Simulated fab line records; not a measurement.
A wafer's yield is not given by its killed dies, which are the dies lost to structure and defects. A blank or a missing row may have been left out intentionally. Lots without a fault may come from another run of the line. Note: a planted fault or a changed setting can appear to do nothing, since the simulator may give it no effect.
Split-lot study / flow n5Finfet / on a route of 1938 steps: 7 lots, 39 wafers read

== THE SPLIT ITSELF ==
At N5_FIN_CUT_ETCH_21 (etches SOC in N2/H2, target depth 219 nm, overetch 43.8 nm, time 523.5 s), the setting timeS was moved away from the recipe's 523.5 s on 15 of the 39 wafers read, by -21.0% to +13.1%. All remaining wafers had this setting at the recipe value.

The reading is taken at the split's own step.

== THE READING ==
SiARC_of_FIN_CUT_COAT_19.thkNm (the simulator's own value, which no gauge read), in nm, at N5_FIN_CUT_ETCH_21 (etches SOC in N2/H2, target depth 219 nm, overetch 43.8 nm, time 523.5 s). The file does not state a usual value for it. Average 11.9 nm, standard deviation 0.13 nm, over the 24 wafers here run with the recipe.

wafer=L075.1; tool, chamber at the split=rieDiel-01, 0; timeS as run, s=470.6; against the recipe=-10.1%; SiARC_of_FIN_CUT_COAT_19.thkNm, nm=12.4; against lot-mates on the recipe=+0.6
wafer=L075.2; tool, chamber at the split=rieDiel-01, 2; timeS as run, s=470.6; against the recipe=-10.1%; SiARC_of_FIN_CUT_COAT_19.thkNm, nm=12.8; against lot-mates on the recipe=+1.0
wafer=L075.3; tool, chamber at the split=rieDiel-01, 1,3,2; timeS as run, s=523.5; against the recipe=recipe; SiARC_of_FIN_CUT_COAT_19.thkNm, nm=11.8; against lot-mates on the recipe=-
wafer=L075.5; tool, chamber at the split=rieDiel-01, 1,3,2; timeS as run, s=523.5; against the recipe=recipe; SiARC_of_FIN_CUT_COAT_19.thkNm, nm=11.8; against lot-mates on the recipe=-
wafer=L075.6; tool, chamber at the split=rieDiel-01, 1,3,2; timeS as run, s=523.5; against the recipe=recipe; SiARC_of_FIN_CUT_COAT_19.thkNm, nm=11.8; against lot-mates on the recipe=-
wafer=L075.4; tool, chamber at the split=rieDiel-01, 3; timeS as run, s=470.6; against the recipe=-10.1%; SiARC_of_FIN_CUT_COAT_19.thkNm, nm=12.6; against lot-mates on the recipe=+0.8
wafer=L076.1; tool, chamber at the split=rieDiel-06, 1,2,3; timeS as run, s=523.5; against the recipe=recipe; SiARC_of_FIN_CUT_COAT_19.thkNm, nm=11.8; against lot-mates on the recipe=-
wafer=L076.3; tool, chamber at the split=rieDiel-06, 1,2,3; timeS as run, s=523.5; against the recipe=recipe; SiARC_of_FIN_CUT_COAT_19.thkNm, nm=11.8; against lot-mates on the recipe=-
wafer=L076.5; tool, chamber at the split=rieDiel-06, 1,2,3; timeS as run, s=523.5; against the recipe=recipe; SiARC_of_FIN_CUT_COAT_19.thkNm, nm=11.8; against lot-mates on the recipe=-
wafer=L076.2; tool, chamber at the split=rieDiel-06, 0; timeS as run, s=413.6; against the recipe=-21.0%; SiARC_of_FIN_CUT_COAT_19.thkNm, nm=13.4; against lot-mates on the recipe=+1.6
wafer=L076.6; tool, chamber at the split=rieDiel-06, 0; timeS as run, s=413.6; against the recipe=-21.0%; SiARC_of_FIN_CUT_COAT_19.thkNm, nm=13.4; against lot-mates on the recipe=+1.6
wafer=L076.4; tool, chamber at the split=rieDiel-06, 3; timeS as run, s=413.6; against the recipe=-21.0%; SiARC_of_FIN_CUT_COAT_19.thkNm, nm=13.6; against lot-mates on the recipe=+1.8
wafer=L079.1; tool, chamber at the split=rieDiel-06, 3; timeS as run, s=592.1; against the recipe=+13.1%; SiARC_of_FIN_CUT_COAT_19.thkNm, nm=11; against lot-mates on the recipe=-0.9
wafer=L079.2; tool, chamber at the split=rieDiel-06, 1,2; timeS as run, s=523.5; against the recipe=recipe; SiARC_of_FIN_CUT_COAT_19.thkNm, nm=11.8; against lot-mates on the recipe=-
wafer=L079.4; tool, chamber at the split=rieDiel-06, 1,2; timeS as run, s=523.5; against the recipe=recipe; SiARC_of_FIN_CUT_COAT_19.thkNm, nm=11.8; against lot-mates on the recipe=-
wafer=L079.3; tool, chamber at the split=rieDiel-06, 0,2; timeS as run, s=592.1; against the recipe=+13.1%; SiARC_of_FIN_CUT_COAT_19.thkNm, nm=10.6; against lot-mates on the recipe=-1.3
wafer=L079.6; tool, chamber at the split=rieDiel-06, 0,2; timeS as run, s=592.1; against the recipe=+13.1%; SiARC_of_FIN_CUT_COAT_19.thkNm, nm=10.6; against lot-mates on the recipe=-1.3
wafer=L079.5; tool, chamber at the split=rieDiel-06, 1; timeS as run, s=523.5; against the recipe=recipe; SiARC_of_FIN_CUT_COAT_19.thkNm, nm=12; against lot-mates on the recipe=-
wafer=L081.1; tool, chamber at the split=rieDiel-06, 3; timeS as run, s=569.4; against the recipe=+8.8%; SiARC_of_FIN_CUT_COAT_19.thkNm, nm=11.2; against lot-mates on the recipe=-0.7
wafer=L081.2; tool, chamber at the split=rieDiel-06, 1; timeS as run, s=523.5; against the recipe=recipe; SiARC_of_FIN_CUT_COAT_19.thkNm, nm=12; against lot-mates on the recipe=-
wafer=L081.3; tool, chamber at the split=rieDiel-06, 0; timeS as run, s=523.5; against the recipe=recipe; SiARC_of_FIN_CUT_COAT_19.thkNm, nm=11.8; against lot-mates on the recipe=-
wafer=L081.5; tool, chamber at the split=rieDiel-06, 0; timeS as run, s=523.5; against the recipe=recipe; SiARC_of_FIN_CUT_COAT_19.thkNm, nm=11.8; against lot-mates on the recipe=-
wafer=L081.4; tool, chamber at the split=rieDiel-06, 2; timeS as run, s=569.4; against the recipe=+8.8%; SiARC_of_FIN_CUT_COAT_19.thkNm, nm=11; against lot-mates on the recipe=-0.9
wafer=L081.6; tool, chamber at the split=rieDiel-06, 3; timeS as run, s=569.4; against the recipe=+8.8%; SiARC_of_FIN_CUT_COAT_19.thkNm, nm=11.4; against lot-mates on the recipe=-0.5
wafer=L086.1; tool, chamber at the split=rieDiel-06, 3; timeS as run, s=523.5; against the recipe=recipe; SiARC_of_FIN_CUT_COAT_19.thkNm, nm=11.8; against lot-mates on the recipe=-
wafer=L086.3; tool, chamber at the split=rieDiel-06, 0,1; timeS as run, s=523.5; against the recipe=recipe; SiARC_of_FIN_CUT_COAT_19.thkNm, nm=11.6; against lot-mates on the recipe=-
wafer=L086.4; tool, chamber at the split=rieDiel-06, 0,1; timeS as run, s=523.5; against the recipe=recipe; SiARC_of_FIN_CUT_COAT_19.thkNm, nm=11.6; against lot-mates on the recipe=-
wafer=L090.1; tool, chamber at the split=rieDiel-03, 3,2,3; timeS as run, s=523.5; against the recipe=recipe; SiARC_of_FIN_CUT_COAT_19.thkNm, nm=12; against lot-mates on the recipe=-
wafer=L090.5; tool, chamber at the split=rieDiel-03, 3,2,3; timeS as run, s=523.5; against the recipe=recipe; SiARC_of_FIN_CUT_COAT_19.thkNm, nm=12; against lot-mates on the recipe=-
wafer=L090.6; tool, chamber at the split=rieDiel-03, 3,2,3; timeS as run, s=523.5; against the recipe=recipe; SiARC_of_FIN_CUT_COAT_19.thkNm, nm=12; against lot-mates on the recipe=-
wafer=L090.2; tool, chamber at the split=rieDiel-03, 2,1,1; timeS as run, s=568.5; against the recipe=+8.6%; SiARC_of_FIN_CUT_COAT_19.thkNm, nm=11.2; against lot-mates on the recipe=-0.8
wafer=L090.3; tool, chamber at the split=rieDiel-03, 2,1,1; timeS as run, s=568.5; against the recipe=+8.6%; SiARC_of_FIN_CUT_COAT_19.thkNm, nm=11.2; against lot-mates on the recipe=-0.8
wafer=L090.4; tool, chamber at the split=rieDiel-03, 2,1,1; timeS as run, s=568.5; against the recipe=+8.6%; SiARC_of_FIN_CUT_COAT_19.thkNm, nm=11.2; against lot-mates on the recipe=-0.8
wafer=L092.1; tool, chamber at the split=rieDiel-03, 3,1,2,2,1,3; timeS as run, s=523.5; against the recipe=recipe; SiARC_of_FIN_CUT_COAT_19.thkNm, nm=12; against lot-mates on the recipe=-
wafer=L092.2; tool, chamber at the split=rieDiel-03, 3,1,2,2,1,3; timeS as run, s=523.5; against the recipe=recipe; SiARC_of_FIN_CUT_COAT_19.thkNm, nm=12; against lot-mates on the recipe=-
wafer=L092.3; tool, chamber at the split=rieDiel-03, 3,1,2,2,1,3; timeS as run, s=523.5; against the recipe=recipe; SiARC_of_FIN_CUT_COAT_19.thkNm, nm=12; against lot-mates on the recipe=-
wafer=L092.4; tool, chamber at the split=rieDiel-03, 3,1,2,2,1,3; timeS as run, s=523.5; against the recipe=recipe; SiARC_of_FIN_CUT_COAT_19.thkNm, nm=12; against lot-mates on the recipe=-
wafer=L092.5; tool, chamber at the split=rieDiel-03, 3,1,2,2,1,3; timeS as run, s=523.5; against the recipe=recipe; SiARC_of_FIN_CUT_COAT_19.thkNm, nm=12; against lot-mates on the recipe=-
wafer=L092.6; tool, chamber at the split=rieDiel-03, 3,1,2,2,1,3; timeS as run, s=523.5; against the recipe=recipe; SiARC_of_FIN_CUT_COAT_19.thkNm, nm=12; against lot-mates on the recipe=-
The file does not say which wafer passed through which chamber wherever a row lists several chambers: such a row stands for several wafers.

FIT RESULTS
A straight line over all 39 wafers: SiARC_of_FIN_CUT_COAT_19.thkNm changes by -0.0779 nm for each +1% of timeS; r = -0.98; the points scatter about the line by 0.14 nm.
The same after taking each lot's own level away (the mean of its wafers on the recipe; 39 wafers): -0.0817 nm for each +1%; r = -0.99; scatter 0.11 nm.
On that fit, the largest move of timeS shifts the reading by 1.7 nm.
The span of the lots' own levels, 11.67 to 12.00 nm, comes to 2.6 times the standard deviation stated above.
The two slopes are in agreement: the lot-to-lot level therefore moves the slope only a little.
Check: for one of the wafers moved furthest among these (-21.0%), held out of the fit, the line's prediction against its lot-mates is +1.72 nm. It came out at +1.6 nm against them.

== OTHER SPLITS APPLIED TO THESE WAFERS ==
Other splits were also applied to these wafers ahead of the reading. Each is held against what the fit with the lots' levels taken away leaves over:
other split on the same wafers=N5_PMOS_HMC_CHANNEL_EPI_FIN_RECESS_16 timeS; wafers away from the commonest value=15; r with SiARC_of_FIN_CUT_COAT_19.thkNm (lot level and that fit taken away)=-0.25
other split on the same wafers=N5_PMOS_HMC_CHANNEL_EPI_EPI_20 tempC; wafers away from the commonest value=15; r with SiARC_of_FIN_CUT_COAT_19.thkNm (lot level and that fit taken away)=+0.19
other split on the same wafers=N5_FIN_CUT_EXPOSE_05 doseMj; wafers away from the commonest value=9; r with SiARC_of_FIN_CUT_COAT_19.thkNm (lot level and that fit taken away)=+0.08

== THE FILE'S OWN FIT ==
SiARC_of_FIN_CUT_COAT_19.thkNm changes by -0.0816 nm for each +1% of timeS, r = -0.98.
